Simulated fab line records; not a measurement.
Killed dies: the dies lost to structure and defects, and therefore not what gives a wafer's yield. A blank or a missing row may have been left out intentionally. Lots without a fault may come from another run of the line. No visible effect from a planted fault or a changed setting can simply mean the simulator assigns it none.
One fault seen from 2 desks :: flow nandHarc :: only its own numbers are on each desk; what lay behind them is given at the end

AT THE TOOL OWNER'S DESK: plasmaAsher-01
The tool's own readings at NHARC_P_GATE_STRIP_111 (strips in N2/H2, time 250 s): means of the sampled wafers that have a number, for each lot that ran on this tool. If a lot's mean is further than 4 standard deviations from the usual mean, the lot is out of limits and carries the mark OUT (the distance appears in the brackets).
Columns: A = drypumpMotorCurrentA at NHARC_P_GATE_STRIP_111, usual 6.2 A; B = heaterPowerW at NHARC_P_GATE_STRIP_111, usual 85 W
lot: L139
first seen here: day 5 20:34
A: 6.5
B: 96

lot: L140
first seen here: day 6 03:29
A: 6.5
B: 96

lot: L141
first seen here: day 6 13:58
A: 6.5
B: 100

lot: L145
first seen here: day 7 08:50
A: 6.5
B: 92

lot: L147
first seen here: day 8 01:11
A: 6.5
B: 92

lot: L155
first seen here: day 9 18:27
A: 6.4
B: 96

lot: L156
first seen here: day 10 08:50
A: 6.5
B: 96
Finding of this desk: none of the 7 lots has anything out of limits.

THE DEFECT DESK
What the inspections along the route counted, lot by lot: means of the sampled wafers that have a number. If a lot's mean is further than 4 standard deviations from the usual mean, the lot is out of limits and carries the mark OUT (the distance appears in the brackets).
Columns: A = rawDefectCount at NHARC_P_GATE_INSPECT_68, usual 198
lot: L136
first seen here: day 5 11:37
A: 246

lot: L138
first seen here: day 6 02:10
A: 92

lot: L139
first seen here: day 6 02:58
A: 165

lot: L140
first seen here: day 6 09:22
A: 258

lot: L141
first seen here: day 6 20:14
A: 282

lot: L143
first seen here: day 6 22:49
A: 163

lot: L145
first seen here: day 7 15:08
A: 227

lot: L144
first seen here: day 7 18:11
A: 299

lot: L147
first seen here: day 8 07:39
A: 121

lot: L155
first seen here: day 10 00:32
A: 320

lot: L156
first seen here: day 10 15:23
A: 326

lot: L159
first seen here: day 11 00:14
A: 220
Finding of this desk: none of the 12 lots has anything out of limits.

PUT TOGETHER
The tool owner's desk saw nothing out of limits.
Nothing out of limits was seen by the defect desk.

WHAT THE SIMULATOR PUT IN
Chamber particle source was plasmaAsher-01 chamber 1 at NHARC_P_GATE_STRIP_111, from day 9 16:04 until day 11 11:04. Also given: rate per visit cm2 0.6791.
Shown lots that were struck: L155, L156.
